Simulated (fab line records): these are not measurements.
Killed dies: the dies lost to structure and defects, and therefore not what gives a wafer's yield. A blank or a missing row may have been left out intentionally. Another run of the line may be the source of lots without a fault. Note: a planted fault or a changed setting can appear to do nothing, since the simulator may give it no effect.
Matching of chambers -- flow n5Finfet -- cmp-04 running N5_BEOL_M8_CMP_52: 4 sister chambers
The step polishes, stops on SiCOH lowk, t overpolish 6.9 s, target thk 80 nm. 16 wafers are shown with their chamber, then 8 later ones without.

## WAFERS WITH THEIR CHAMBER
wafer,chamber,motorCurrentA (A),timeToEndpointS (s),barrierFieldEndpointS (s)
L075.2,2,5.3,58,27.0
L075.3,1,6.6,62,28.6
L075.5,3,5.8,62,29.8
L074.3,2,5.7,60,27.8
L074.4,0,6.1,60,28.9
L074.5,3,6.2,65,29.4
L076.1,3,6.0,67,28.3
L076.2,1,6.7,67,29.4
L076.4,0,5.8,61,28.3
L077.4,2,5.5,60,29.8
L077.5,2,5.6,60,29.5
L077.6,3,5.8,62,30.0
L079.2,1,6.3,67,29.7
L079.3,0,5.6,60,28.1
L079.4,2,5.1,62,28.4
L091.1,0,5.8,62,28.8

SIGNATURES, as means of the wafers listed above
reading,chamber 0,chamber 1,chamber 2,chamber 3,scatter within a chamber
motorCurrentA,5.825,6.533,5.440,5.950,0.215
timeToEndpointS,60.75,65.33,60.00,64.00,1.95
barrierFieldEndpointS,28.525,29.233,28.500,29.375,0.83
Rule: a wafer lies at a distance from a chamber equal to the root of the sum of squares, over the readings, of (its reading less the chamber's mean, divided by the reading's scatter). If the next closest chamber is less than 2 further off than the closest, the wafer can't be placed; otherwise it belongs to the closest. How the scatter is found: for the shown wafers, subtract from each reading the mean of its chamber, square and add these, divide the total by (wafers less chambers), then take the root.

## WAFERS WHOSE CHAMBER IS MISSING
wafer,motorCurrentA (A),timeToEndpointS (s),barrierFieldEndpointS (s)
L091.3,7.1,66,29.3
L091.6,5.2,63,29.2
L093.1,6.0,62,29.4
L093.4,6.4,62,29.5
L093.6,5.4,59,28.3
L097.2,5.4,58,28.3
L097.3,6.7,66,29.2
L097.5,6.3,63,30.3

## THE CHAMBER EACH PASSED THROUGH
wafer,from the rows above,in truth
L091.3,1,1
L091.6,can't be placed: 2 or 0 or 3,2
L093.1,can't be placed: 3 or 0 or 2 or 1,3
L093.4,can't be placed: 1 or 3 or 0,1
L093.6,can't be placed: 2 or 0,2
L097.2,can't be placed: 2 or 0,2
L097.3,1,1
L097.5,can't be placed: 3 or 1 or 0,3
Correctly placed: 2 of 8. Not placeable from these rows: 6 (in 6, the candidates include the true chamber). Placed wrongly: 0.
